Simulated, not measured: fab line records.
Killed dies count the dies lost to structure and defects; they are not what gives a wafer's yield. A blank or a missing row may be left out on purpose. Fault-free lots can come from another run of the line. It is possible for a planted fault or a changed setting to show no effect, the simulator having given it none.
The tool behind it: which one? -- flow n5Finfet -- Sampling: 8 lots, 24 wafers, 7 of 1938 route steps

== WHAT THE GAUGES SHOWED, per wafer ==
N5_MOL_CONTACT_COAG_CD_MEAS_40 targets a cd of 25.1 nm.
lot,measured,on,cdNm (nm)
L348,day 8 09:05,cdSem-02,25.10 24.96 24.79
L347,day 8 10:06,cdSem-02,24.65 24.77 24.98
L349,day 8 20:24,cdSem-02,24.64 24.81 24.76
L351,day 9 03:44,cdSem-02,24.64 24.71 24.74
L354,day 10 00:42,cdSem-03,25.08 25.42 24.92
L355,day 10 07:05,cdSem-02,25.52 25.11 25.55
L356,day 10 11:55,cdSem-02,24.73 24.97 24.73
L357,day 10 14:29,cdSem-01,24.90 25.22 24.43

N5_MOL_CONTACT_COAG_CD_MEAS_101 targets a cd of 16 nm.
lot,measured,on,cdNm (nm)
L348,day 8 10:19,cdSem-01,- - -
L347,day 8 11:10,cdSem-01,- - -
L349,day 8 22:50,cdSem-02,- - -
L351,day 9 05:13,cdSem-01,16.0 15.8 16.1
L354,day 10 01:39,cdSem-02,16.1 16.0 15.2
L355,day 10 08:05,cdSem-02,16.6 15.8 16.1
L356,day 10 12:52,cdSem-01,16.0 16.3 15.7
L357,day 10 15:26,cdSem-03,16.5 15.7 15.4

N5_BEOL_M4_RC_MEAS_101.
lot,measured,on,DIBL_N (mV/V),DIBL_P (mV/V),IOFF_N (nA/um),IOFF_P (nA/um),ION_N (uA/um),ION_P (uA/um),SS_N (mV/dec),SS_P (mV/dec),VT_N (mV),VT_P (mV)
L351,day 12 11:32,prober-01,36.4 36.5 36.6,39.1 37.9 37.2,0.17 0.18 0.16,0.25 0.23 0.21,680 679 676,473 461 460,72.1 71.7 71.1,74.0 74.3 74.2,253 249 254,-248 -249 -254
L354,day 12 16:58,prober-01,36.1 41.5 36.2,33.3 40.4 33.7,0.14 0.26 0.14,0.20 0.34 0.20,668 700 674,458 481 465,70.9 71.9 71.4,72.6 74.8 72.5,251 243 251,-249 -241 -247
L355,day 13 10:24,prober-02,38.9 36.9 35.1,36.3 34.8 33.3,0.19 0.15 0.13,0.25 0.23 0.20,672 674 666,465 463 462,73.1 71.7 71.1,74.1 74.1 73.0,250 251 253,-247 -249 -250
L356,day 13 12:01,prober-01,36.6 37.0 37.5,38.6 40.2 40.7,0.18 0.19 0.20,0.22 0.25 0.27,679 675 683,459 459 468,72.4 72.4 72.8,73.8 74.0 74.1,250 248 246,-249 -252 -247
L357,day 13 14:08,prober-01,36.7 35.1 38.2,34.9 32.2 36.6,0.18 0.14 0.19,0.25 0.20 0.27,682 667 673,472 464 466,71.2 71.7 72.0,73.7 72.9 73.8,246 253 248,-246 -249 -245

== WHICH TOOL RAN EACH LOT (tool, then ch and the chambers of the sampled wafers, then the start) ==
lot,N5_MOL_CONTACT_COAG_ETCH_47,N5_MOL_CONTACT_COAG_VIA_ETCH_117,N5_MOL_CONTACT_COAG_ETCH_124,N5_MOL_CONTACT_COAG_STRIP_49
L348,"rieDiel-03 ch 1,2, day 8 08:32","rieDiel-01 ch 0,1,3, day 8 09:58","rieDiel-01 ch 0,1,3, day 8 09:59","plasmaAsher-02 ch 0,1, day 8 10:10"
L347,"rieDiel-01 ch 0,3, day 8 09:33","rieDiel-05 ch 0,1, day 8 10:48","rieDiel-05 ch 0,1, day 8 10:50","plasmaAsher-01 ch 0,1, day 8 11:01"
L349,"rieDiel-03 ch 0,1,2, day 8 19:44","rieDiel-05 ch 0,1,2, day 8 22:29","rieDiel-05 ch 0,1,2, day 8 22:31","plasmaAsher-01 ch 0,1, day 8 22:42"
L351,"rieDiel-03 ch 0,3, day 9 03:11","rieDiel-01 ch 0,1,3, day 9 04:51","rieDiel-01 ch 0,1,3, day 9 04:53","plasmaAsher-01 ch 0,1, day 9 05:04"
L354,"rieDiel-03 ch 1,3, day 10 00:02","rieDiel-05 ch 0,3, day 10 01:18","rieDiel-05 ch 0,3, day 10 01:20","plasmaAsher-01 ch 0,1, day 10 01:31"
L355,"rieDiel-05 ch 0,1,3, day 10 06:32","rieDiel-01 ch 0,1,2, day 10 07:41","rieDiel-01 ch 0,1,2, day 10 07:42","plasmaAsher-01 ch 0,1, day 10 07:53"
L356,"rieDiel-03 ch 1,2,3, day 10 11:20","rieDiel-01 ch 0,2,3, day 10 12:31","rieDiel-01 ch 0,2,3, day 10 12:32","plasmaAsher-01 ch 0,1, day 10 12:43"
L357,"rieDiel-01 ch 0,2,3, day 10 13:56","rieDiel-05 ch 0,1,3, day 10 15:04","rieDiel-05 ch 0,1,3, day 10 15:06","plasmaAsher-01 ch 0,1, day 10 15:17"
- N5_MOL_CONTACT_COAG_ETCH_47: etches SiNx in CH3F/O2, stops on W, target depth 27 nm.
- N5_MOL_CONTACT_COAG_VIA_ETCH_117: etches SiO2 in C4F6/O2, target depth 40 nm, overetch 8 nm, time 26 s.
- N5_MOL_CONTACT_COAG_ETCH_124: etches SiNx in CH3F/O2, stops on SiOC, target depth 6.5 nm.
- N5_MOL_CONTACT_COAG_STRIP_49: strips in N2/H2, time 30 s.

== AS READ BY THE TOOLS THEMSELVES (means over the sampled wafers that have a number; for cases with no such wafer, the mark the record gives instead) ==
N5_MOL_CONTACT_COAG_ETCH_47.
lot,tool,CH3F_flow_sccm (sccm),O2_flow_sccm (sccm),drypumpMotorCurrentA (A),etchRfOnTimeS (s),oes_f_703_au (a.u.),oesProductAu (a.u.),rfFwdPowerW (W),rfVppV (V),showerheadPlenumPTorr (Torr),throttleValvePct (%)
L348,rieDiel-03,30.06,20.05,5.2,31.4,0.77,0.69,384.4,299,2.00,16.19
L347,rieDiel-01,29.95,20.03,5.7,31.6,0.79,0.69,386.2,291,1.98,16.55
L349,rieDiel-03,30.04,20.03,5.5,31.6,0.76,0.69,385.5,302,2.03,16.20
L351,rieDiel-03,29.95,19.99,5.7,31.2,0.79,0.70,385.2,292,1.97,16.01
L354,rieDiel-03,29.96,19.95,5.7,30.8,0.82,0.73,384.3,297,1.98,16.07
L355,rieDiel-05,30.02,19.93,5.8,30.8,0.80,0.73,386.5,305,2.09,16.43
L356,rieDiel-03,29.94,19.97,5.5,31.0,0.78,0.70,384.7,296,1.97,16.11
L357,rieDiel-01,30.03,19.98,5.7,30.8,0.86,0.75,387.7,292,1.97,16.43

N5_MOL_CONTACT_COAG_VIA_ETCH_117.
lot,tool,C4F6_flow_sccm (sccm),O2_flow_sccm (sccm),drypumpMotorCurrentA (A),oes_f_703_au (a.u.),oesProductAu (a.u.),rfFwdPowerW (W),rfVppV (V),showerheadPlenumPTorr (Torr),throttleValvePct (%)
L348,rieDiel-01,-,-,-,-,-,-,-,-,-
L347,rieDiel-05,-,-,-,-,-,-,-,-,-
L349,rieDiel-05,-,-,-,-,-,-,-,-,-
L351,rieDiel-01,9.99,9.99,5.7,0.78,0.69,320.7,1571,2.81,41.0
L354,rieDiel-05,9.98,10.00,6.1,0.90,0.79,321.2,1625,3.01,41.6
L355,rieDiel-01,9.98,9.98,5.8,0.86,0.76,322.0,1575,2.79,40.9
L356,rieDiel-01,9.98,9.96,5.7,0.86,0.75,321.4,1558,2.80,41.2
L357,rieDiel-05,9.98,10.01,5.8,0.80,0.72,320.9,1630,2.96,41.4

N5_MOL_CONTACT_COAG_ETCH_124.
lot,tool,CH3F_flow_sccm (sccm),O2_flow_sccm (sccm),drypumpMotorCurrentA (A),oes_f_703_au (a.u.),oesProductAu (a.u.),rfFwdPowerW (W),rfVppV (V),showerheadPlenumPTorr (Torr),throttleValvePct (%)
L348,rieDiel-01,30.09,20.07,5.8,0.78,0.29,391.2,294,1.98,16.31
L347,rieDiel-05,30.05,19.95,5.5,0.74,0.29,391.2,305,2.07,16.51
L349,rieDiel-05,29.98,20.01,5.4,0.72,0.28,390.9,306,2.06,16.52
L351,rieDiel-01,30.00,19.99,5.7,0.78,0.65,392.5,294,1.98,16.31
L354,rieDiel-05,30.01,20.04,6.1,0.90,0.77,391.7,305,2.13,16.34
L355,rieDiel-01,29.96,20.04,5.8,0.86,0.72,391.5,295,1.96,16.17
L356,rieDiel-01,30.01,19.99,5.7,0.86,0.71,393.2,292,1.97,16.40
L357,rieDiel-05,29.94,19.97,5.9,0.80,0.69,392.5,306,2.09,16.40

N5_MOL_CONTACT_COAG_STRIP_49.
lot,tool,drypumpMotorCurrentA (A),heaterPowerW (W)
L348,plasmaAsher-02,6.2,355
L347,plasmaAsher-01,6.4,308
L349,plasmaAsher-01,6.3,302
L351,plasmaAsher-01,6.4,310
L354,plasmaAsher-01,6.3,324
L355,plasmaAsher-01,6.3,322
L356,plasmaAsher-01,6.4,305
L357,plasmaAsher-01,6.4,302

== THE ANSWER, worked out from the rows above alone ==
Rule: usual is defined by the lots themselves. The widest of any qualifying gaps counts: lots, ordered by their means at a reading, are off when they make up no more than a third of the lots, leave a main group of 4 or more, and stand apart from it by 3 or more times the standard deviation of that group's means. If all means in a main group match to the digits the tables above print for the reading, that group is not used. A lot without any number at a reading at which 4 lots or more have one is off too. All remaining lots with rows at the step are treated as sound. After the gauges, taken in route order, come the tools' own readings; for these a lot's mean is taken, as printed above. At the first step where some lot is off, the reading lying furthest off is the one used; lots without a number count as furthest.
Off: L348, L347, L349, at N5_MOL_CONTACT_COAG_CD_MEAS_101 (cdNm). Without a number there: L348, L347, L349. Mean 16.0 nm and standard deviation 0.13 in the main group.
If a tool, at a process step before that reading, ran all the lots that are off and no sound lot after the first of them, it fits. The gauges at N5_MOL_CONTACT_COAG_CD_MEAS_101 aren't tried: what is off there is off at N5_MOL_CONTACT_COAG_VIA_ETCH_117 too, on other tools, and a gauge's error can't cause that. None of those tried fits.

== WHAT HAD BEEN PUT IN BY THE SIMULATOR ==
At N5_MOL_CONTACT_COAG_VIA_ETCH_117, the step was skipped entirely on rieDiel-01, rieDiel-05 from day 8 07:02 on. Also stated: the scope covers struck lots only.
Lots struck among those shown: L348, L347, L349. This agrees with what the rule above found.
